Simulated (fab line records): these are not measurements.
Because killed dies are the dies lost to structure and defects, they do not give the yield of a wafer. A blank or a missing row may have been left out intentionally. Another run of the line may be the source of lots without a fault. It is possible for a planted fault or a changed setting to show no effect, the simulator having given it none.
The tool behind it: which one?	flow nand harc	Sampling: 24 lots, 72 wafers, 6 of 1302 route steps

== WHAT THE GAUGES READ, wafer by wafer ==
Not one reading of a measure or inspect step in the record can be checked against a usual standard deviation.

== EACH LOT AND THE TOOL THAT RAN IT (in order: tool; ch and the chambers of the sampled wafers; start) ==
lot	NHARC_A_STAIRCASE_DESCUM_11	NHARC_A_STAIRCASE_ETCH_23	NHARC_A_STAIRCASE_STRIP_175	NHARC_A_STAIRCASE_ETCH_192	NHARC_A_STAIRCASE_ETCH_197	NHARC_A_STAIRCASE_STRIP_205
L074	rie diel-02 ch 1,3, day 15 06:31	rie diel-02 ch 0,1,3, day 15 10:50 or earlier	plasma asher-02 ch 0,1, day 15 10:50	rie diel-02 ch 0,3, day 15 14:59 or earlier	rie diel-02 ch 1,2, day 15 14:59 or earlier	plasma asher-02 ch 1, day 15 14:59
L075	rie diel-13 ch 1,2,3, day 15 23:46	rie diel-02 ch 1,2,3, day 16 02:10 or earlier	plasma asher-01 ch 0,1, day 16 02:10	rie diel-13 ch 1,2,3, day 16 05:47 or earlier	rie diel-13 ch 0,2,3, day 16 05:47 or earlier	plasma asher-01 ch 0,1, day 16 05:47
L076	rie diel-13 ch 0,3, day 16 15:12	rie diel-02 ch 0,1, day 16 19:02 or earlier	plasma asher-02 ch 0,1, day 16 19:02	rie diel-04 ch 0,3, day 16 23:05 or earlier	rie diel-13 ch 1,2, day 16 23:05 or earlier	plasma asher-01 ch 0,1, day 16 23:05
L077	rie diel-04 ch 0,2,3, day 16 15:41	rie diel-04 ch 2,3, day 16 18:46 or earlier	plasma asher-01 ch 1, day 16 18:46	rie diel-02 ch 1,3, day 16 22:42 or earlier	rie diel-02 ch 0,1,3, day 16 22:42 or earlier	plasma asher-02 ch 0, day 16 22:42
L079	rie diel-13 ch 1,2,3, day 18 00:11	rie diel-04 ch 0,2, day 18 02:43 or earlier	plasma asher-02 ch 1, day 18 02:43	rie diel-02 ch 2,3, day 18 06:21 or earlier	rie diel-13 ch 1,2, day 18 06:21 or earlier	plasma asher-01 ch 0,1, day 18 06:21
L078	rie diel-13 ch 0,2,3, day 18 00:29	rie diel-13 ch 0,1, day 18 02:55 or earlier	plasma asher-01 ch 0, day 18 02:55	rie diel-04 ch 2,3, day 18 07:25 or earlier	rie diel-04 ch 0,3, day 18 07:25 or earlier	plasma asher-02 ch 0,1, day 18 07:25
L080	rie diel-02 ch 0,2,3, day 18 17:45	rie diel-02 ch 1,3, day 18 20:27 or earlier	plasma asher-01 ch 0,1, day 18 20:27	rie diel-04 ch 0,2,3, day 19 00:11 or earlier	rie diel-13 ch 0,3, day 19 00:11 or earlier	plasma asher-01 ch 0,1, day 19 00:11
L082	rie diel-13 ch 1,3, day 19 01:11	rie diel-13 ch 1,3, day 19 05:46 or earlier	plasma asher-01 ch 0,1, day 19 05:46	rie diel-04 ch 0,3, day 19 09:16 or earlier	rie diel-04 ch 0,1,2, day 19 09:16 or earlier	plasma asher-01 ch 1, day 19 09:16
L081	rie diel-13 ch 0,2, day 19 13:14	rie diel-04 ch 1,2, day 19 15:27 or earlier	plasma asher-02 ch 0,1, day 19 15:27	rie diel-04 ch 1,2, day 19 20:56 or earlier	rie diel-02 ch 1,2,3, day 19 20:56 or earlier	plasma asher-02 ch 1, day 19 20:56
L083	rie diel-13 ch 0,1,2, day 19 17:03	rie diel-02 ch 0,2,3, day 19 21:25 or earlier	plasma asher-01 ch 0,1, day 19 21:25	rie diel-04 ch 0,2,3, day 20 00:56 or earlier	rie diel-13 ch 0,1,3, day 20 00:56 or earlier	plasma asher-02 ch 0,1, day 20 00:56
L084	rie diel-13 ch 0,1,3, day 20 04:37	rie diel-13 ch 1,2, day 20 07:55 or earlier	plasma asher-02 ch 0,1, day 20 07:55	rie diel-13 ch 0,1,3, day 20 11:58 or earlier	rie diel-02 ch 0,2, day 20 11:58 or earlier	plasma asher-02 ch 0,1, day 20 11:58
L085	rie diel-02 ch 2,3, day 20 04:48	rie diel-02 ch 0,2, day 20 07:25 or earlier	plasma asher-02 ch 0,1, day 20 07:25	rie diel-04 ch 0,2, day 20 11:01 or earlier	rie diel-04 ch 0,3, day 20 11:01 or earlier	plasma asher-01 ch 0,1, day 20 11:01
L087	rie diel-04 ch 0,3, day 20 11:45	rie diel-04 ch 0,1, day 20 13:56 or earlier	plasma asher-01 ch 0,1, day 20 13:56	rie diel-02 ch 0,3, day 20 17:44 or earlier	rie diel-04 ch 0,1,3, day 20 17:44 or earlier	plasma asher-02 ch 0,1, day 20 17:44
L086	rie diel-02 ch 0,2,3, day 20 11:52	rie diel-13 ch 0,1,2, day 20 14:34 or earlier	plasma asher-02 ch 0,1, day 20 14:34	rie diel-13 ch 1,2, day 20 18:19 or earlier	rie diel-13 ch 1,2, day 20 18:19 or earlier	plasma asher-02 ch 0,1, day 20 18:19
L089	rie diel-02 ch 0,1, day 21 05:28	rie diel-02 ch 0,3, day 21 10:20 or earlier	plasma asher-02 ch 0,1, day 21 10:20	rie diel-02 ch 2,3, day 21 13:59 or earlier	rie diel-02 ch 0,3, day 21 13:59 or earlier	plasma asher-02 ch 0,1, day 21 13:59
L088	rie diel-04 ch 1,3, day 21 09:23	rie diel-02 ch 1,3, day 21 11:43 or earlier	plasma asher-01 ch 0,1, day 21 11:43	rie diel-02 ch 0,1, day 21 15:29 or earlier	rie diel-04 ch 1,2, day 21 15:29 or earlier	plasma asher-01 ch 0,1, day 21 15:29
L090	rie diel-04 ch 2,3, day 22 11:17	rie diel-04 ch 0,2,3, day 22 13:38 or earlier	plasma asher-02 ch 1, day 22 13:38	rie diel-02 ch 1,2, day 22 22:26 or earlier	rie diel-02 ch 0,1, day 22 22:26 or earlier	plasma asher-02 ch 0,1, day 22 22:26
L091	rie diel-04 ch 0,1,3, day 22 11:43	rie diel-02 ch 0,2, day 22 15:09 or earlier	plasma asher-02 ch 0,1, day 22 15:09	rie diel-04 ch 0,1,2, day 22 23:33 or earlier	rie diel-02 ch 1,2, day 22 23:33 or earlier	plasma asher-02 ch 0,1, day 22 23:33
L092	rie diel-13 ch 0,1,3, day 23 08:20	rie diel-13 ch 0,1,2, day 23 11:42 or earlier	plasma asher-02 ch 0,1, day 23 11:42	rie diel-04 ch 1,2,3, day 23 19:35 or earlier	rie diel-04 ch 1,2,3, day 23 19:35 or earlier	plasma asher-01 ch 0,1, day 23 19:35
L093	rie diel-02 ch 0,1,2, day 23 12:49	rie diel-02 ch 1,2, day 23 15:21 or earlier	plasma asher-01 ch 0,1, day 23 15:21	rie diel-13 ch 2,3, day 23 20:13 or earlier	rie diel-04 ch 0,1,2, day 23 20:13 or earlier	plasma asher-01 ch 0,1, day 23 20:13
L094	rie diel-02 ch 0,2, day 23 17:06	rie diel-04 ch 1,3, day 23 19:59 or earlier	plasma asher-01 ch 0,1, day 23 19:59	rie diel-02 ch 0,1, day 24 00:43 or earlier	rie diel-02 ch 0,1, day 24 00:43 or earlier	plasma asher-01 ch 0,1, day 24 00:43
L097	rie diel-13 ch 0,1,2, day 24 21:35	rie diel-04 ch 1,2,3, day 25 00:14 or earlier	plasma asher-01 ch 0,1, day 25 00:14	rie diel-04 ch 0,1,3, day 25 04:46 or earlier	rie diel-04 ch 0,1,3, day 25 04:46 or earlier	plasma asher-02 ch 0,1, day 25 04:46
L095	rie diel-13 ch 0,2,3, day 24 21:54	rie diel-13 ch 2,3, day 25 00:11 or earlier	plasma asher-02 ch 0,1, day 25 00:11	rie diel-13 ch 0,1,3, day 25 04:30 or earlier	rie diel-04 ch 1,2,3, day 25 04:30 or earlier	plasma asher-01 ch 0,1, day 25 04:30
L096	rie diel-13 ch 0,1,3, day 25 02:13	rie diel-13 ch 1,3, day 25 05:27 or earlier	plasma asher-02 ch 0,1, day 25 05:27	rie diel-02 ch 1,2,3, day 25 09:16 or earlier	rie diel-13 ch 0,1,3, day 25 09:16 or earlier	plasma asher-02 ch 0,1, day 25 09:16
- NHARC_A_STAIRCASE_DESCUM_11: chemistry O2, time 3 s.
- NHARC_A_STAIRCASE_ETCH_23: etches the open film in C4F8/O2, target depth 100 nm, time 40.5 s.
- NHARC_A_STAIRCASE_STRIP_175: strips in O2.
- NHARC_A_STAIRCASE_ETCH_192: etches the open film in C4F8/O2, target depth 100 nm, time 40.5 s.
- NHARC_A_STAIRCASE_ETCH_197: etches the open film in C4F8/O2, target depth 100 nm, time 40.5 s.
- NHARC_A_STAIRCASE_STRIP_205: strips in O2.

== WHAT THE TOOLS THEMSELVES READ (means of the sampled wafers that have a number; where no wafer has one, the mark that the record gives instead) ==
NHARC_A_STAIRCASE_DESCUM_11. Usual: drypump motor current A 5.6 A, standard deviation 0.44; oes product au 1.000 a.u., standard deviation 0.012; rf vpp V 57.9 V, standard deviation 0.88; showerhead plenum p Torr 1.95 Torr, standard deviation 0.075; throttle valve pct 11.310 %, standard deviation 0.0086.
lot	tool	drypump motor current A (A)	oes product au (a.u.)	rf vpp V (V)	showerhead plenum p Torr (Torr)	throttle valve pct (%)	flag
L074	rie diel-02	5.5	1.001	58.0	1.81	11.315	
L075	rie diel-13	5.8	1.005	58.9	1.97	11.298	
L076	rie diel-13	5.4	0.998	58.0	1.96	11.306	
L077	rie diel-04	5.2	1.002	58.0	2.00	11.305	
L079	rie diel-13	5.8	1.007	58.4	1.97	11.308	
L078	rie diel-13	5.6	0.999	57.4	1.94	11.311	
L080	rie diel-02	5.6	0.992	58.4	1.92	11.303	
L082	rie diel-13	5.5	1.000	59.0	1.98	11.310	
L081	rie diel-13	5.8	1.010	57.7	1.92	11.310	
L083	rie diel-13	5.9	1.002	58.4	1.97	11.314	
L084	rie diel-13	5.6	0.999	57.6	1.99	11.306	
L085	rie diel-02	5.2	0.986	57.7	1.88	11.307	
L087	rie diel-04	5.5	1.006	57.4	2.03	11.305	
L086	rie diel-02	5.6	0.993	58.1	1.92	11.314	
L089	rie diel-02	6.2	0.996	57.9	2.01	11.311	
L088	rie diel-04	5.7	1.005	57.7	1.95	11.321	
L090	rie diel-04	5.3	1.005	57.8	2.01	11.314	
L091	rie diel-04	5.6	1.004	58.2	1.93	11.319	
L092	rie diel-13	5.6	1.007	57.9	1.98	11.308	
L093	rie diel-02	5.8	0.988	58.5	1.96	11.311	
L094	rie diel-02	5.7	0.992	57.5	1.90	11.319	
L097	rie diel-13	5.9	1.006	57.8	1.96	11.295	
L095	rie diel-13	5.6	1.010	57.3	1.92	11.310	
L096	rie diel-13	5.6	1.009	58.6	1.98	11.312	

NHARC_A_STAIRCASE_ETCH_23. Usual: oes product au 0.939 a.u., standard deviation 0.012; rf fwd power W 592 W, standard deviation 3.2; rf vpp V 899 V, standard deviation 4.8.
lot	tool	oes product au (a.u.)	rf fwd power W (W)	rf vpp V (V)	flag
L074	rie diel-02	0.927	593	894	
L075	rie diel-02	0.943	588	893	
L076	rie diel-02	0.948	592	896	
L077	rie diel-04	0.941	595	900	
L079	rie diel-04	0.936	593	899	
L078	rie diel-13	0.962	594	901	
L080	rie diel-02	0.936	591	902	
L082	rie diel-13	0.945	593	901	
L081	rie diel-04	0.954	593	894	
L083	rie diel-02	0.923	587	897	
L084	rie diel-13	0.942	594	901	
L085	rie diel-02	0.928	590	898	
L087	rie diel-04	0.933	595	896	
L086	rie diel-13	0.947	597	899	
L089	rie diel-02	0.936	587	897	
L088	rie diel-02	0.944	590	898	
L090	rie diel-04	0.936	593	900	
L091	rie diel-02	0.921	590	896	
L092	rie diel-13	0.931	595	900	
L093	rie diel-02	0.925	591	901	
L094	rie diel-04	0.941	594	905	
L097	rie diel-04	0.937	592	903	
L095	rie diel-13	0.941	594	895	
L096	rie diel-13	0.937	594	901	

NHARC_A_STAIRCASE_STRIP_175. Usual: drypump motor current A 6.0 A, standard deviation 0.35; heater power w 348 W, standard deviation 28.
lot	tool	drypump motor current A (A)	heater power w (W)	flag
L074	plasma asher-02	5.9	378	
L075	plasma asher-01	5.9	341	
L076	plasma asher-02	5.9	375	
L077	plasma asher-01	5.8	356	
L079	plasma asher-02	6.5	328	
L078	plasma asher-01	6.0	328	
L080	plasma asher-01	6.0	338	
L082	plasma asher-01	5.8	348	
L081	plasma asher-02	6.0	363	
L083	plasma asher-01	5.9	343	
L084	plasma asher-02	6.0	360	
L085	plasma asher-02	5.9	365	
L087	plasma asher-01	6.0	341	
L086	plasma asher-02	6.3	342	
L089	plasma asher-02	6.2	342	
L088	plasma asher-01	5.9	337	
L090	plasma asher-02	6.5	326	
L091	plasma asher-02	6.0	368	
L092	plasma asher-02	6.0	362	
L093	plasma asher-01	5.9	332	
L094	plasma asher-01	5.8	332	
L097	plasma asher-01	5.9	336	
L095	plasma asher-02	6.2	343	
L096	plasma asher-02	5.9	361	

NHARC_A_STAIRCASE_ETCH_192. Usual: oes product au 0.941 a.u., standard deviation 0.013; rf fwd power W 592 W, standard deviation 3.1; rf vpp V 899 V, standard deviation 5.2.
lot	tool	oes product au (a.u.)	rf fwd power W (W)	rf vpp V (V)	flag
L074	rie diel-02	0.918	590	898	
L075	rie diel-13	0.955	596	901	
L076	rie diel-04	0.943	593	902	
L077	rie diel-02	0.941	591	889	
L079	rie diel-02	0.950	585	895	
L078	rie diel-04	0.948	593	903	
L080	rie diel-04	0.947	594	900	
L082	rie diel-04	0.945	593	902	
L081	rie diel-04	0.960	592	890	
L083	rie diel-04	0.947	594	901	
L084	rie diel-13	0.935	594	901	
L085	rie diel-04	0.938	593	900	
L087	rie diel-02	0.942	591	899	
L086	rie diel-13	0.941	594	898	
L089	rie diel-02	0.935	586	894	
L088	rie diel-02	0.936	592	902	
L090	rie diel-02	0.917	590	900	
L091	rie diel-04	0.940	596	894	
L092	rie diel-04	0.955	595	903	
L093	rie diel-13	0.941	593	895	
L094	rie diel-02	0.913	593	902	
L097	rie diel-04	0.942	594	903	
L095	rie diel-13	0.948	595	899	
L096	rie diel-02	0.931	589	898	

NHARC_A_STAIRCASE_ETCH_197. Usual: oes product au 0.945 a.u., standard deviation 0.02; rf fwd power W 593 W, standard deviation 3; rf vpp V 899 V, standard deviation 5.
lot	tool	oes product au (a.u.)	rf fwd power W (W)	rf vpp V (V)	flag
L074	rie diel-02	0.945	591	893	
L075	rie diel-13	0.952	595	898	
L076	rie diel-13	0.977	593	899	
L077	rie diel-02	0.939	590	894	
L079	rie diel-13	0.983	595	899	
L078	rie diel-04	0.939	594	903	
L080	rie diel-13	0.925	592	898	
L082	rie diel-04	0.943	594	895	
L081	rie diel-02	0.961	589	897	
L083	rie diel-13	0.926	595	901	
L084	rie diel-02	0.952	590	897	
L085	rie diel-04	0.939	591	902	
L087	rie diel-04	0.951	593	896	
L086	rie diel-13	0.938	595	898	
L089	rie diel-02	0.941	589	896	
L088	rie diel-04	0.979	593	891	
L090	rie diel-02	0.924	591	901	
L091	rie diel-02	0.911	591	901	
L092	rie diel-04	0.949	595	902	
L093	rie diel-04	0.945	594	901	
L094	rie diel-02	0.911	592	901	
L097	rie diel-04	0.940	593	902	
L095	rie diel-04	0.943	592	902	
L096	rie diel-13	0.976	597	899	

NHARC_A_STAIRCASE_STRIP_205. Usual: drypump motor current A 6.0 A, standard deviation 0.35; heater power w 348 W, standard deviation 28.
lot	tool	drypump motor current A (A)	heater power w (W)	flag
L074	plasma asher-02	6.5	330	
L075	plasma asher-01	5.9	338	
L076	plasma asher-01	5.9	340	
L077	plasma asher-02	5.7	399	
L079	plasma asher-01	5.9	335	
L078	plasma asher-02	6.3	353	
L080	plasma asher-01	5.9	342	
L082	plasma asher-01	5.7	357	
L081	plasma asher-02	6.5	325	
L083	plasma asher-02	6.2	339	
L084	plasma asher-02	6.0	366	
L085	plasma asher-01	5.8	348	
L087	plasma asher-02	6.0	364	
L086	plasma asher-02	6.0	368	
L089	plasma asher-02	6.2	344	
L088	plasma asher-01	5.9	344	
L090	plasma asher-02	6.2	343	
L091	plasma asher-02	6.2	342	
L092	plasma asher-01	5.9	325	
L093	plasma asher-01	5.9	325	
L094	plasma asher-01	5.9	334	
L097	plasma asher-02	6.3	343	
L095	plasma asher-01	5.8	336	
L096	plasma asher-02	6.2	340	

== THE ANSWER, worked out from the rows above alone ==
Rule: a lot is off if the mean of its wafers that have a number lies more than 3 standard deviations from the usual mean. Also off: a lot with no number at a reading for which 4 or more lots have one. All remaining lots with rows at the step are treated as sound. The gauges are gone through in route order, then the tools' own readings, and for those a lot's mean is taken as printed above. The first step at which some lot is off is used, and at that step the reading that is off furthest; a lot without a number counts as furthest.
None of the lots is off at any reading shown; this tells nothing.

== WHAT HAD BEEN PUT IN BY THE SIMULATOR ==
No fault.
